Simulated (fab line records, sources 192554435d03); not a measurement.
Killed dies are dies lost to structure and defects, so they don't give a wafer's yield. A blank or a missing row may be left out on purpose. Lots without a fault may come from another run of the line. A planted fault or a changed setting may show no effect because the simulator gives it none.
Split-lot experiment | flow n5_finfet | 7 lots, 39 wafers read, on a route of 1938 steps

THE SPLIT
At N5_BEOL_M6_DEP_56 (deposits SiCN from 3MS/NH3, target thk 10 nm, time 17.5 s), the setting target_thk_a was moved away from the recipe's 100 angstrom on 12 of the 39 wafers read, by -27.7% to +52.7%. The other wafers ran this setting at the recipe's value.

The reading is taken at the split's own step.

THE READING
SiCN_of_BEOL_M6_DEP_56.thk_nm (the simulator's own value, which no gauge read), in nm, at N5_BEOL_M6_DEP_56 (deposits SiCN from 3MS/NH3, target thk 10 nm, time 17.5 s). The file gives no usual value for it. The 27 wafers here that ran the recipe average 10.0 nm, standard deviation 0.17 nm.

wafer  | tool, chamber at the split | target_thk_a as run, angstrom | against the recipe | SiCN_of_BEOL_M6_DEP_56.thk_nm, nm | against lot-mates on the recipe
L075.1 | pecvd-01, 1                | 100                           | recipe             | 10                                | -
L075.2 | pecvd-01, 2,1              | 100                           | recipe             | 10.2                              | -
L075.4 | pecvd-01, 2,1              | 100                           | recipe             | 10.2                              | -
L075.3 | pecvd-01, 0                | 72.25                         | -27.7%             | 7.2                               | -2.9
L075.5 | pecvd-01, 0                | 72.25                         | -27.7%             | 7.4                               | -2.7
L075.6 | pecvd-01, 2                | 72.25                         | -27.7%             | 7.6                               | -2.5
L076.1 | pecvd-02, 1,0              | 100                           | recipe             | 10                                | -
L076.3 | pecvd-02, 1,0              | 100                           | recipe             | 10                                | -
L076.2 | pecvd-02, 2                | 100                           | recipe             | 9.8                               | -
L076.4 | pecvd-02, 2,0,1            | 100                           | recipe             | 10.2                              | -
L076.5 | pecvd-02, 2,0,1            | 100                           | recipe             | 10.2                              | -
L076.6 | pecvd-02, 2,0,1            | 100                           | recipe             | 10.2                              | -
L080.1 | pecvd-02, 2                | 100                           | recipe             | 9.8                               | -
L080.5 | pecvd-02, 2                | 100                           | recipe             | 9.8                               | -
L080.2 | pecvd-02, 0,1              | 124.1                         | +24.1%             | 12.4                              | +2.5
L080.3 | pecvd-02, 0,1              | 124.1                         | +24.1%             | 12.4                              | +2.5
L080.4 | pecvd-02, 0                | 124.1                         | +24.1%             | 12.6                              | +2.7
L080.6 | pecvd-02, 1                | 100                           | recipe             | 10                                | -
L088.1 | pecvd-03, 0,2              | 100                           | recipe             | 10                                | -
L088.3 | pecvd-03, 0,2              | 100                           | recipe             | 10                                | -
L088.2 | pecvd-03, 1                | 152.7                         | +52.7%             | 15.2                              | +5.1
L088.4 | pecvd-03, 2,0              | 152.7                         | +52.7%             | 15.6                              | +5.5
L088.5 | pecvd-03, 2,0              | 152.7                         | +52.7%             | 15.6                              | +5.5
L088.6 | pecvd-03, 1                | 100                           | recipe             | 10.2                              | -
L090.1 | pecvd-03, 2,0              | 80.05                         | -20.0%             | 8                                 | -1.9
L090.4 | pecvd-03, 2,0              | 80.05                         | -20.0%             | 8                                 | -1.9
L090.2 | pecvd-03, 0,2              | 100                           | recipe             | 10                                | -
L090.5 | pecvd-03, 0,2              | 100                           | recipe             | 10                                | -
L090.3 | pecvd-03, 1                | 100                           | recipe             | 9.8                               | -
L090.6 | pecvd-03, 1                | 80.05                         | -20.0%             | 8.2                               | -1.7
L091.1 | pecvd-03, 1,2,0            | 100                           | recipe             | 9.8                               | -
L091.2 | pecvd-03, 1,2,0            | 100                           | recipe             | 9.8                               | -
L091.3 | pecvd-03, 1,2,0            | 100                           | recipe             | 9.8                               | -
L091.4 | pecvd-03, 1,0              | 100                           | recipe             | 10                                | -
L091.6 | pecvd-03, 1,0              | 100                           | recipe             | 10                                | -
L091.5 | pecvd-03, 2                | 100                           | recipe             | 10.2                              | -
L094.1 | pecvd-01, 1,0              | 100                           | recipe             | 9.8                               | -
L094.6 | pecvd-01, 1,0              | 100                           | recipe             | 9.8                               | -
L094.3 | pecvd-01, 0                | 100                           | recipe             | 9.6                               | -
Where a row lists several chambers, the file gives one row for several wafers and doesn't say which wafer went through which chamber.

THE FIT
A straight line over all 39 wafers: SiCN_of_BEOL_M6_DEP_56.thk_nm changes by +0.101 nm for each +1% of target_thk_a; r = +1.00; the points scatter about the line by 0.18 nm.
The same after taking each lot's own level away (the mean of its wafers on the recipe; 39 wafers): +0.101 nm for each +1%; r = +1.00; scatter 0.14 nm.
On that fit, the largest move of target_thk_a shifts the reading by 5.3 nm.
The lots' own levels span 9.73 to 10.13 nm, that is 2.4 times the standard deviation above.
So the lot-to-lot level changes the slope little: the two slopes agree.
Check: with one of the wafers moved furthest among these (+52.7%) left out of the fit, the line predicts +5.45 nm for it against its lot-mates. It came out at +5.13 nm against them.

OTHER SPLITS ON THESE WAFERS
These wafers also went through other splits before the reading. Each is held against what the fit with the lots' levels taken away leaves over:
other split on the same wafers        | wafers away from the commonest value | r with SiCN_of_BEOL_M6_DEP_56.thk_nm (lot level and that fit taken away)
N5_ZERO_LAYER_ETCH_18 target_depth_a  | 12                                   | +0.10
N5_FIN_SAQP_DEVELOP_15 develop_time_s | 12                                   | -0.07
N5_HKMG_FIN_ALD_36 ald_cycles         | 18                                   | +0.01
N5_BEOL_M2_ALD_84 ald_cycles          | 9                                    | -0.11
N5_BEOL_M3_CVD_47 target_thk_a        | 18                                   | +0.37
N5_BEOL_M5_HM_DEP_02 target_thk_a     | 15                                   | -0.02

THE FILE'S OWN FIT
SiCN_of_BEOL_M6_DEP_56.thk_nm changes by +0.102 nm for each +1% of target_thk_a, r = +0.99.
